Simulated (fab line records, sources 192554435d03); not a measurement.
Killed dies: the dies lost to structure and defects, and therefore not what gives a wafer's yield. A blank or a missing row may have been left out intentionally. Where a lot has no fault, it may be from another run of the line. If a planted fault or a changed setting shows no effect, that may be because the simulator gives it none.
Split-lot experiment + flow n5Finfet + route with 1938 steps; 7 lots, 21 wafers read

SPLIT DETAILS
At N5_BEOL_M0_SAQP_SPACER1_ALD_98 (deposits SiO2, target thk 12.8 nm, pulse time 1 s, purge time 2 s), the setting aldCycles was moved away from the recipe's 138 on 8 of the 21 wafers read, by -16.7% to +13.0%. This setting was run at the recipe's value on the other wafers.

FROM THE SPLIT TO THE READING: what the file shows between them, 2 steps
- N5_BEOL_M0_SAQP_SPACER1_ETCHBACK_99: etches SiO2 in CHF3/O2, target depth 15.4 nm, time 7.7 s
- N5_BEOL_M0_SAQP_MANDREL1_REMOVE_100: chemistry HBr/Cl2/O2, target a-Si, stops on SiNx, bt time 10 s

THE READING
cdNm at N5_BEOL_M0_SAQP_CD_MEAS_25, given in nm (cd target 13.1 nm). Fault-free wafers of this fab line usually give 12.82 nm, standard deviation 0.22 nm.

| wafer  | tool, chamber at the split | aldCycles as run | against the recipe | cdNm, nm | against lot-mates on the recipe |
|--------|----------------------------|------------------|--------------------|----------|---------------------------------|
| L075.1 | aldSin-04, 0,1,0           | 138              | recipe             | 12.83    | -                               |
| L075.3 | aldSin-04, 0,1,0           | 138              | recipe             | 12.54    | -                               |
| L075.6 | aldSin-04, 0,1,0           | 138              | recipe             | 12.93    | -                               |
| L080.1 | aldSin-02, 3,0             | 115              | -16.7%             | 10.77    | -1.94                           |
| L080.2 | aldSin-02, 2               | 138              | recipe             | 12.71    | -                               |
| L080.4 | aldSin-02, 3,0             | 115              | -16.7%             | 10.68    | -2.03                           |
| L082.2 | aldSin-04, 3               | 151              | +9.4%              | 14.13    | +1.13                           |
| L082.4 | aldSin-04, 1               | 138              | recipe             | 13.00    | -                               |
| L082.6 | aldSin-04, 3               | 151              | +9.4%              | 14.01    | +1.01                           |
| L091.2 | aldSin-04, 0,2,1           | 138              | recipe             | 12.83    | -                               |
| L091.3 | aldSin-04, 0,2,1           | 138              | recipe             | 12.95    | -                               |
| L091.4 | aldSin-04, 0,2,1           | 138              | recipe             | 12.64    | -                               |
| L095.2 | aldSin-04, 1               | 138              | recipe             | 12.71    | -                               |
| L095.3 | aldSin-04, 0,3             | 138              | recipe             | 12.94    | -                               |
| L095.4 | aldSin-04, 0,3             | 138              | recipe             | 12.94    | -                               |
| L097.1 | aldSin-04, 3,2             | 153              | +10.9%             | 14.16    | +0.86                           |
| L097.2 | aldSin-04, 3,2             | 153              | +10.9%             | 14.42    | +1.12                           |
| L097.3 | aldSin-04, 1               | 138              | recipe             | 13.30    | -                               |
| L096.1 | aldSin-04, 3               | 156              | +13.0%             | 14.54    | +1.76                           |
| L096.4 | aldSin-04, 2               | 156              | +13.0%             | 14.67    | +1.89                           |
| L096.5 | aldSin-04, 1               | 138              | recipe             | 12.78    | -                               |
If several chambers appear in one row, that row covers several wafers at once and the file leaves open which wafer was in which chamber.

FIT RESULTS
A straight line over all 21 wafers: cdNm changes by +0.13 nm for each +1% of aldCycles; r = +0.99; the points scatter about the line by 0.16 nm.
The same after taking each lot's own level away (the mean of its wafers on the recipe; 21 wafers): +0.119 nm for each +1%; r = +0.98; scatter 0.17 nm.
That fit puts the effect of the largest move of aldCycles on the reading at 2 nm.
The span of the lots' own levels, 12.710 to 13.300 nm, comes to 2.7 times the standard deviation stated above.
So the lot-to-lot level changes the slope little: the two slopes agree.
Check: with one of the wafers moved furthest among these (-16.7%) left out of the fit, the line predicts -2.01 nm for it against its lot-mates. Against them it came out at -1.94 nm.

OTHER SPLITS ON THESE WAFERS
Before the reading, these wafers also passed through other splits. Each is held against what the fit with the lots' levels taken away leaves over:
| other split on the same wafers         | wafers away from the commonest value | r with cdNm (lot level and that fit taken away) |
|----------------------------------------|--------------------------------------|-------------------------------------------------|
| N5_HKMG_FIN_ETCH_31 biasW              | 7                                    | -0.13                                           |
| N5_MOL_CONTACT_COAG_PECVD_31 tempC     | 4                                    | -0.05                                           |
| N5_MOL_CONTACT_COAG_COAT_77 spinRpm    | 3                                    | +0.49                                           |
| N5_MOL_CONTACT_COAG_ALD_133 aldCycles  | 5                                    | -0.52                                           |
| N5_MOL_CONTACT_COAG_VIA_ETCH_117 biasW | 6                                    | +0.04                                           |

THE WHOLE CHAIN: every reading that the file lists as answering this split, in the file's order
| step                                | what it does                                                      | reading                                                                                    | change (the file's fit)               | r (the file's) |
|-------------------------------------|-------------------------------------------------------------------|--------------------------------------------------------------------------------------------|---------------------------------------|----------------|
| N5_BEOL_M0_SAQP_SPACER1_ALD_98      | deposits SiO2, target thk 12.8 nm, pulse time 1 s, purge time 2 s | SiO2_of_BEOL_M0_SAQP_SPACER1_ALD_98.thkNm (the simulator's own value, which no gauge read) | +0.13 nm for each +1% of the setting  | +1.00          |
| N5_BEOL_M0_SAQP_MANDREL1_REMOVE_100 | chemistry HBr/Cl2/O2, target a-Si, stops on SiNx, bt time 10 s    | BEOL_M0_SAQP.cdNm (the simulator's own value, which no gauge read)                         | +0.132 nm for each +1% of the setting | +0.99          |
| N5_BEOL_M0_SAQP_CD_MEAS_25          | target cd 13.1 nm                                                 | cdNm                                                                                       | +0.119 nm for each +1% of the setting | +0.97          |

FILE'S OWN FIT
cdNm changes by +0.119 nm for each +1% of aldCycles, r = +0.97.
